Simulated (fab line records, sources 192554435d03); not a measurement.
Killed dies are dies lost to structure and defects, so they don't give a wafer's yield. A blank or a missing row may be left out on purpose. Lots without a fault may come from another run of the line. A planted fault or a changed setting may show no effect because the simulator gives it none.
A struck lot beside a sound one | flow n5_finfet | 14 steps out of a route of 1938
Sound: wafers L184.3, L184.4, L184.5. Struck: wafer L202.3. (L202.1, L202.4 of the same lot were not struck and are left out.) The cause comes at the end.
At each step with rows: each side's tool, then ch and its chambers, then its first start. Under that, the readings that differ: sound wafers | struck wafers | difference of the means | sigmas: that difference in standard deviations of wafers without a fault.
alike: readings whose means differ by less than 2 such deviations, and words and numbers that are the same on both sides. not compared: withheld readings, readings that some wafer has no value for, bounds like >300 that may hide the same value, and numbers for which the record gives no deviation and whose values overlap.
The two part at a step that has a row with sigmas, a row that says differs or no value, or rows on one side only. Numbers that don't overlap but have no deviation are shown without sigmas and don't part them. A reading that every wafer of one side lacks parts them only if that side has two wafers or more.

N5_BEOL_M15_STRIP_62: strips in O2.
  sound on rie_diel-04 ch 1,2,3; struck on rie_diel-05 ch 3
  alike: drypump_motor_current_A, o2_flow_sccm, oes_product_au, rf_vpp_V, showerhead_plenum_p_Torr, throttle_valve_pct
  not compared: rf_hours_counter_h
N5_BEOL_M15_STRIP_37: strips in O2.
  sound on rie_diel-04 ch 1,2,3; struck on rie_diel-05 ch 3
  alike: drypump_motor_current_A, o2_flow_sccm, oes_product_au, rf_vpp_V, showerhead_plenum_p_Torr, throttle_valve_pct
  not compared: rf_hours_counter_h
N5_BEOL_M15_ETCH_38: etches SiCN in CF4/N2, target depth 106.4 nm, time 120.5 s.
  sound on rie_diel-04 ch 1,2,3; struck on rie_diel-05 ch 3
  alike: drypump_motor_current_A, mfc_ar_sccm, oes_product_au, rf_vpp_V, showerhead_plenum_p_Torr, throttle_valve_pct
  not compared: rf_hours_counter_h
then, 6 steps without rows for these wafers: N5_BEOL_M15_PRECLEAN_39 (cleans in residue remover, time 60 s); N5_BEOL_M15_SRD_40 (time 30 s, dry time 30 s); N5_BEOL_M15_DEGAS_41 (time 60 s); N5_BEOL_M15_PRE_CLEAN_42 (time 30 s); N5_BEOL_M15_SPUTTER_43 (material TaN, target thk 15 nm, time 24.19 s); N5_BEOL_M15_SPUTTER_44 (material Ta, target thk 15 nm, time 24.19 s).
N5_BEOL_M15_SPUTTER_45: material Cu, target thk 100 nm, time 16.67 s.
  sound on pvd_sputter-03, day 12 19:20; struck on pvd_sputter-03, day 16 13:01
  alike: chamber_pressure_pa, throttle_valve_pct
then, 1 step without rows for these wafers: N5_BEOL_M15_ECD_47 (material Cu, target thk 1860 nm).
N5_BEOL_M15_ANNEAL_48: time 90 s.
  sound on rtp_anneal-01 ch 0, day 12 20:07; struck on rtp_anneal-02 ch 0, day 16 13:29
  reading          | sound             | struck | difference | sigmas
  wafer_temp_C_max | 226.3 225.7 226.0 | 226.8  | +0.8       | +2
  alike: anneal_temp_c_max
N5_BEOL_M15_CMP_49: polishes, stops on SiO2, t overpolish 4.9 s, target thk 850 nm.
  sound on cmp-04 ch 2,3, day 12 20:20; struck on cmp-04 ch 2, day 16 13:47
  reading                      | sound             | struck | difference | sigmas
  barrier_field_endpoint_s (s) | 11.40 11.43 11.07 | 6.17   | -5.13      | -21
  alike: head_pressure_psi, motor_current_A, overpolish_run_s
N5_PASSIVATION_PROBE_49:
  sound on prober-01, day 13 09:26; struck on prober-01, day 17 02:46
  alike: defect_limited_yield, killed_at_M0_to_M3, killed_at_M4_up, killed_at_contacts, killed_at_front_end, killed_at_other, killed_dies, killed_open, killed_short, sort_bin_5_function, sort_bin_6_memory, sort_bin_8_speed, sort_n_pass, sort_yield_pct

WHERE THEY PART
First at N5_BEOL_M15_ANNEAL_48; last, within this record, at N5_BEOL_M15_CMP_49. Later steps at which nothing parts them and some readings are alike: N5_PASSIVATION_PROBE_49.

WHY: what the simulator had put in
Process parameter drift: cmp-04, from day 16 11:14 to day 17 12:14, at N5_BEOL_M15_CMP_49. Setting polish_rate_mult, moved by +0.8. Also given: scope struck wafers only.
